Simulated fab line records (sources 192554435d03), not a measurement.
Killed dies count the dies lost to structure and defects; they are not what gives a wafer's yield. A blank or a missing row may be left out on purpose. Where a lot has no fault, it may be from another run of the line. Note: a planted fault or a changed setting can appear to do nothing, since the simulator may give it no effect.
Split-lot trial -- flow n5Finfet -- 21 wafers read across 7 lots, on a route 1938 steps long

== ABOUT THE SPLIT ==
At N5_BEOL_M14_EXPOSE_25 (exposes mask M14, target cd 280 nm), the setting doseMj was moved away from the recipe's 26.6 on 4 of the 21 wafers read, by +4.8% to +7.1%. This setting was run at the recipe's value on the other wafers.

== FROM THE SPLIT TO THE READING: what the file shows between them, 3 steps ==
- N5_BEOL_M14_PEB_26: peb time 90 s (also split here: pebTempC)
- N5_BEOL_M14_DEVELOP_27: develop time 45 s
- N5_BEOL_M14_HARDBAKE_32: time 120 s

== THE READING ==
cdNm (nm) at N5_BEOL_M14_CD_MEAS_28, where the cd target is 284.4 nm. Fault-free wafers of this fab line usually give 285.1 nm, standard deviation 2.4 nm.

wafer,"tool, chamber at the split",doseMj as run,against the recipe,"cdNm, nm",against lot-mates on the recipe
L077.2,"krfScanner-02, 0",28.06,+5.5%,296.7,+7.8
L077.3,"krfScanner-02, 0",26.6,recipe,287.8,-
L077.4,"krfScanner-02, 0",26.6,recipe,290.0,-
L082.1,"krfScanner-02, 0",26.6,recipe,285.8,-
L082.2,"krfScanner-02, 0",26.6,recipe,281.4,-
L082.3,"krfScanner-02, 0",26.6,recipe,278.5,-
L084.4,"krfScanner-01, 0",26.6,recipe,282.5,-
L084.5,"krfScanner-01, 0",26.6,recipe,282.7,-
L084.6,"krfScanner-01, 0",26.6,recipe,280.8,-
L083.1,"krfScanner-01, 0",27.89,+4.8%,283.2,+7.1
L083.2,"krfScanner-01, 0",26.6,recipe,275.4,-
L083.6,"krfScanner-01, 0",26.6,recipe,276.9,-
L085.1,"krfScanner-02, 0",26.6,recipe,284.7,-
L085.3,"krfScanner-02, 0",26.6,recipe,283.8,-
L085.5,"krfScanner-02, 0",26.6,recipe,282.9,-
L087.1,"krfScanner-01, 0",26.6,recipe,281.3,-
L087.4,"krfScanner-01, 0",26.6,recipe,282.1,-
L087.5,"krfScanner-01, 0",26.6,recipe,283.4,-
L096.3,"krfScanner-01, 0",28.5,+7.1%,295.5,+12.3
L096.4,"krfScanner-01, 0",28.5,+7.1%,293.7,+10.5
L096.5,"krfScanner-01, 0",26.6,recipe,283.2,-

FIT RESULTS
A straight line over all 21 wafers: cdNm changes by +1.64 nm for each +1% of doseMj; r = +0.74; the points scatter about the line by 3.9 nm.
The same after taking each lot's own level away (the mean of its wafers on the recipe; 21 wafers): +1.54 nm for each +1%; r = +0.94; scatter 1.4 nm.
According to that fit, moving doseMj by its largest amount changes the reading by 11 nm.
The span of the lots' own levels, 276.15 to 288.90 nm, comes to 5.3 times the standard deviation stated above.
So the lot-to-lot level blurs the effect unless lot-mates are compared.
Check: for one of the wafers moved furthest among these (+7.1%), held out of the fit, the line's prediction against its lot-mates is +10.4 nm. Against them it came out at +12.3 nm.

== THE OTHER SPLITS THESE WAFERS WENT THROUGH ==
Other splits were also applied to these wafers ahead of the reading. Each is held against what the fit with the lots' levels taken away leaves over:
other split on the same wafers,wafers away from the commonest value,r with cdNm (lot level and that fit taken away)
N5_BEOL_M9_ETCH_62 sourceW,3,-0.07
N5_BEOL_M10_EXPOSE_25 doseMj,9,+0.02
N5_BEOL_M10_DEVELOP_27 developTimeS,7,+0.25
N5_BEOL_M11_TRENCH_ETCH_37 biasW,4,+0.22
N5_BEOL_M11_ETCH_41 timeS,8,-0.17
N5_BEOL_M12_EXPOSE_07 doseMj,5,+0.23
N5_BEOL_M13_ETCH_68 timeS,7,-0.15
N5_BEOL_M14_PEB_26 pebTempC,4,+0.22

== THE WHOLE CHAIN: every reading that the file lists as answering this split, in the file's order ==
step,what it does,reading,change (the file's fit),r (the file's)
N5_BEOL_M14_CD_MEAS_28,target cd 284.4 nm,cdNm,+1.51 nm for each +1% of the setting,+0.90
N5_BEOL_M14_DESCUM_33,"chemistry O2, time 7.9 s","BEOL_M14.cdNm (the simulator's own value, which no gauge read)",+1.58 nm for each +1% of the setting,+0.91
N5_BEOL_M14_ETCH_67,"etches SiARC in CF4, target depth 143 nm, time 238.3 s","BEOL_M14.cdNm (the simulator's own value, which no gauge read)",+1.69 nm for each +1% of the setting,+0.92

== FILE'S OWN FIT ==
cdNm changes by +1.51 nm for each +1% of doseMj, r = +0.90.
